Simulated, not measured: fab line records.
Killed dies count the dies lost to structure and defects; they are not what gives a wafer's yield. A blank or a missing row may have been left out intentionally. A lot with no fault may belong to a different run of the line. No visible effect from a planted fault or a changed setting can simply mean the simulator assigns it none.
fab line records	flow n5-finfet	part 2 of 2: steps 5 to 6 of 6
record: lots: 20	wafers: 60	last-day: 17
route steps=1938 shown BEOL_M0_SAQP@653
lots that met no fault: taken from a fault-free run of the same line
start-h: the number of hours between the record's first day and the start of the first shown wafer of the lot	wait-h: hours since the lot's step before	" identical to the entry in the row above	L1.1+2: several wafers, shown together as one row	- either no value or no given start	* or withheld: withheld	< > ~ a bound
route shown NAME@n: names a module that has steps shown in the file, with the first one's number in the route	usual: mean/standard deviation of fault-free wafers	same: alike in all rows	chamber/n: place in a boat	sites: readings site by site	_std_site: their standard deviation	_edge_site: outer sites' mean less inner sites'	radius-mm: how far each site lies from the wafer's centre	mask NAME#n: copy n	behind: the tool/chamber that last shaped the wafer	hold: cause of the lot's hold/its duration in hours/its outcome	device: which transistor (n, p or np) failed to switch	end of line: tests of these same wafers at the route's end	a step given without rows: its recipe and nothing more	killed: the dies lost at the first sort to structure and to defects; this is not the yield of the wafer	map: a wafer's dies, marking killed ones x, the rest . and places with no die _
set.NAME: the setting that was run; set.NAME@STEP: the one run at that earlier step	model.NAME: the simulator's own value behind a step, which no gauge read
steps of the route over a sample of lots; a table a step, a row a wafer
services: when a tool's chamber went out of use (start-h, in hours from the record's first day, below 0 if earlier), for how many hours, and the reason
== steps ==
step: N5_BEOL_M0_SAQP_INSPECT_42
recipe: mode: adi	inspect-instrument: brightfield
usual: raw-defect-count: 326/92
lot.wafer	tool	chamber	start-h	wait-h	raw-defect-count
L074.1	defect-inspect-02	-	111.79	0.1	297
L074.5	"	-	"	"	329
L074.6	"	-	"	"	232
L075.1	defect-inspect-02	-	116.94	0.1	238
L075.2	"	-	"	"	406
L075.4	"	-	"	"	242
L076.4	defect-inspect-01	-	126.41	0.0	221
L076.5	"	-	"	"	330
L076.6	"	-	"	"	203
L077.1	defect-inspect-02	-	128.52	0.1	274
L077.2	"	-	"	"	287
L077.6	"	-	"	"	222
L078.1	defect-inspect-02	-	136.87	0.1	327
L078.4	"	-	"	"	323
L078.6	"	-	"	"	228
L079.4	defect-inspect-02	-	143.15	0.0	417
L079.5	"	-	"	"	386
L079.6	"	-	"	"	489
L082.2	defect-inspect-02	-	158.25	0.0	289
L082.3	"	-	"	"	229
L082.6	"	-	"	"	276
L084.1	defect-inspect-01	-	169.19	0.1	262
L084.2	"	-	"	"	495
L084.4	"	-	"	"	354
L085.1	defect-inspect-02	-	177.76	0.1	424
L085.2	"	-	"	"	447
L085.4	"	-	"	"	309
L086.1	defect-inspect-02	-	186.76	0.1	319
L086.3	"	-	"	"	449
L086.4	"	-	"	"	327
L087.3	defect-inspect-02	-	195.88	0.0	403
L087.5	"	-	"	"	389
L087.6	"	-	"	"	476
L088.1	defect-inspect-02	-	197.02	0.1	250
L088.2	"	-	"	"	500
L088.3	"	-	"	"	429
L090.1	defect-inspect-01	-	217.81	0.1	272
L090.2	"	-	"	"	352
L090.5	"	-	"	"	321
L092.1	defect-inspect-01	-	220.25	0.1	383
L092.3	"	-	"	"	200
L092.6	"	-	"	"	315
L091.3	defect-inspect-01	-	220.85	0.0	331
L091.4	"	-	"	"	354
L091.6	"	-	"	"	471
L093.1	defect-inspect-02	-	225.35	0.1	366
L093.4	"	-	"	"	305
L093.6	"	-	"	"	266
L094.1	defect-inspect-02	-	228.36	0.1	321
L094.2	"	-	"	"	303
L094.3	"	-	"	"	281
L095.2	defect-inspect-01	-	238.57	0.0	306
L095.3	"	-	"	"	332
L095.6	"	-	"	"	192
L096.1	defect-inspect-02	-	248.79	0.1	396
L096.3	"	-	"	"	287
L096.5	"	-	"	"	455
L097.3	defect-inspect-02	-	249.28	0.0	283
L097.4	"	-	"	"	279
L097.6	"	-	"	"	280
step: N5_BEOL_M0_SAQP_ETCH_73
recipe: chemistry: CF4	target: SiARC	target-depth-a: 195	mask-material: CAR-EUV	time-s: 32.5	ion-energy-ev: 80	pressure-mtorr: 40	source-w: 545	bias-w: 36	Ar_flow_sccm: 100	cf4-flow-sccm: 100	ends: cleared
usual: drypump-motor-current-A: 5.4/0.39	etch-rf-on-time-s: 32.8/0.52	oes-product-au: 0.66/0.073	rf-fwd-power-W: 533.0/2.7	rf-vpp-V: 184.2/1.2	showerhead-plenum-p-Torr: 2.16/0.058	throttle-valve-pct: 15.60/0.2
lot.wafer	tool	chamber	start-h	wait-h	drypump-motor-current-A	etch-rf-on-time-s	oes-product-au	rf-fwd-power-W	rf-hours-counter-h	rf-vpp-V	showerhead-plenum-p-Torr	throttle-valve-pct
L074.1	rie-diel-03	3	111.88	0.0	5.1	32.2	0.75	533.9	71	183.4	2.17	15.45
L074.5	"	0	"	"	5.3	32.8	0.62	535.5	-	183.2	2.22	15.60
L074.6	"	3	"	"	5.1	32.4	0.74	536.1	-	183.6	2.17	15.44
L075.1	rie-diel-06	1	117.02	0.0	5.3	32.4	0.77	534.0	42	185.9	2.19	15.61
L075.2	"	3	"	"	6.8	32.3	0.79	533.6	16	184.6	2.19	15.34
L075.4	"	0	"	"	5.5	32.6	0.66	538.7	130	182.3	2.07	15.76
L076.4	rie-diel-03	3	127.03	0.0	5.1	32.4	0.73	530.6	76	183.5	2.17	15.45
L076.5	"	2	"	"	4.8	33.0	0.60	528.8	-	183.9	2.11	15.52
L076.6	"	1	"	"	5.2	33.6	0.61	531.0	-	183.9	2.22	15.66
L077.1	rie-diel-06	2	128.61	0.0	5.7	32.8	0.65	535.6	122	182.3	2.07	15.93
L077.2	"	1	"	"	5.3	32.2	0.76	529.1	45	184.7	2.19	15.62
L077.6	"	0	"	"	5.5	32.3	0.67	538.5	-	182.9	2.07	15.79
L078.1	rie-diel-05	0	136.95	0.0	5.3	32.5	0.66	532.1	144	184.9	2.15	15.41
L078.4	"	3	"	"	5.4	32.8	0.64	531.2	157	184.0	2.23	15.60
L078.6	"	1	"	"	5.6	32.3	0.60	535.8	-	184.2	2.03	16.02
L079.4	rie-diel-03	0	143.23	0.0	5.3	32.7	0.61	533.0	178	185.9	2.21	15.58
L079.5	"	3	"	"	5.1	32.5	0.72	528.7	-	186.1	2.17	15.46
L079.6	"	0	"	"	5.3	32.8	0.62	535.0	-	185.7	2.21	15.60
L082.2	rie-diel-03	2	158.33	0.0	4.8	33.1	0.59	536.4	249	183.3	2.11	15.55
L082.3	"	0	"	"	5.3	33.1	0.60	536.5	183	183.3	2.21	15.60
L082.6	"	3	"	"	5.1	32.4	0.72	535.5	-	185.2	2.17	15.50
L084.1	rie-diel-03	3	169.27	0.0	5.1	31.8	0.72	530.9	89	184.3	2.16	15.48
L084.2	"	0	"	"	5.3	32.6	0.60	535.6	188	183.9	2.21	15.62
L084.4	"	1	"	"	5.2	32.8	0.60	530.3	-	186.3	2.22	15.69
L085.1	rie-diel-03	1	177.84	0.0	5.2	33.4	0.61	528.1	201	186.0	2.21	15.69
L085.2	"	0	"	"	5.4	32.8	0.61	535.3	190	184.5	2.21	15.61
L085.4	"	1	"	"	5.2	33.2	0.61	527.5	-	185.4	2.21	15.68
L086.1	rie-diel-03	2	186.85	0.0	4.8	32.8	0.82	529.7	3	183.9	2.11	15.08
L086.3	"	1	"	"	5.2	33.8	0.61	532.9	205	184.2	2.21	15.68
L086.4	"	0	"	"	5.3	33.3	0.60	539.1	194	184.6	2.21	15.63
L087.3	rie-diel-05	0	196.12	0.0	5.3	33.2	0.65	532.7	162	183.8	2.14	15.44
L087.5	"	2	"	"	6.0	32.9	0.59	530.4	-	182.0	2.11	15.97
L087.6	"	0	"	"	5.3	33.1	0.65	531.8	-	184.2	2.14	15.44
L088.1	rie-diel-05	2	197.10	0.0	6.0	32.8	0.58	534.3	243	182.6	2.11	15.97
L088.2	"	3	"	"	5.4	32.9	0.63	532.6	177	183.9	2.23	15.63
L088.3	"	0	"	"	5.3	32.7	0.65	532.5	163	182.4	2.14	15.44
L090.1	rie-diel-05	1	217.90	0.0	5.6	32.0	0.81	533.3	3	185.4	2.28	15.56
L090.2	"	2	"	"	6.0	33.4	0.57	531.9	250	182.8	2.11	15.97
L090.5	"	0	"	"	5.3	33.1	0.64	534.4	-	183.0	2.14	15.46
L092.1	rie-diel-05	0	220.59	0.0	5.3	33.0	0.64	528.7	170	183.1	2.14	15.47
L092.3	"	1	"	"	5.7	31.8	0.81	533.2	4	185.9	2.28	15.56
L092.6	"	0	"	"	5.3	32.9	0.64	529.6	-	185.0	2.14	15.47
L091.3	rie-diel-06	1	221.34	0.0	5.4	32.3	0.73	531.7	73	185.4	2.18	15.67
L091.4	"	3	"	"	6.8	32.4	0.74	533.4	51	183.7	2.18	15.40
L091.6	"	1	"	"	5.4	32.1	0.73	528.1	-	184.8	2.18	15.66
L093.1	rie-diel-03	1	225.48	0.0	5.2	33.7	0.60	526.8	217	184.5	2.21	15.72
L093.4	"	0	"	"	5.4	33.0	0.59	536.5	-	186.1	2.20	15.67
L093.6	"	2	"	"	4.8	32.8	0.80	529.6	-	181.5	2.11	15.09
L094.1	rie-diel-03	2	228.50	0.0	4.8	32.8	0.79	528.8	11	184.5	2.11	15.09
L094.2	"	1	"	"	5.2	34.0	0.59	532.6	219	185.1	2.21	15.73
L094.3	"	0	"	"	5.4	33.2	0.59	533.2	207	185.0	2.20	15.66
L095.2	rie-diel-06	2	238.65	0.0	5.7	33.1	0.62	534.5	158	184.3	2.06	16.01
L095.3	"	1	"	"	5.3	32.2	0.73	531.5	78	185.5	2.17	15.67
L095.6	"	0	"	"	5.5	32.3	0.64	538.3	-	183.7	2.06	15.85
L096.1	rie-diel-05	1	248.87	0.0	5.6	31.7	0.79	534.3	15	186.6	2.27	15.56
L096.3	"	2	"	"	6.0	32.4	0.83	533.0	5	184.5	2.11	15.48
L096.5	"	0	"	"	5.3	32.7	0.63	533.9	-	185.1	2.14	15.48
L097.3	rie-diel-03	0	249.53	0.0	5.3	33.6	0.58	535.6	216	185.2	2.20	15.68
L097.4	"	3	"	"	5.1	33.0	0.70	534.0	107	183.8	2.16	15.50
L097.6	"	2	"	"	4.8	33.5	0.76	529.9	-	185.0	2.10	15.10
== services ==
tool	chamber	start-h	hours	kind
rie-diel-03	-	95.11	2.8	pm
rie-si-05	3	102.40	6.3	repair
vapor-etch-02	0	119.95	4.0	repair
rie-si-06	-	131.77	0.3	repair
rie-diel-06	3	158.92	1.5	repair
rie-diel-03	2	161.17	-	clean
rie-diel-03	2	161.17	-	consumable-replace:focus-ring
rie-diel-03	2	161.17	17.2	scheduled-down
rie-diel-03	2	161.17	17.2	vent-cycle
vapor-etch-02	-	170.66	0.9	repair
rie-diel-05	1	189.36	-	clean
rie-diel-05	1	189.36	-	consumable-replace:focus-ring
rie-diel-05	1	189.36	-	consumable-replace:showerhead
rie-diel-05	1	189.36	17.0	scheduled-down
rie-diel-05	1	189.36	17.0	vent-cycle
rie-diel-03	2	208.36	12.5	repair
rie-si-02	-	208.37	14.6	pm
rie-si-06	2	210.93	-	clean
rie-diel-03	3	217.87	22.0	repair
rie-diel-05	2	219.60	-	clean
rie-diel-05	2	219.60	-	consumable-replace:focus-ring
rie-diel-05	2	219.60	16.4	scheduled-down
rie-diel-05	2	219.60	16.4	vent-cycle
rie-diel-05	3	240.96	8.6	repair
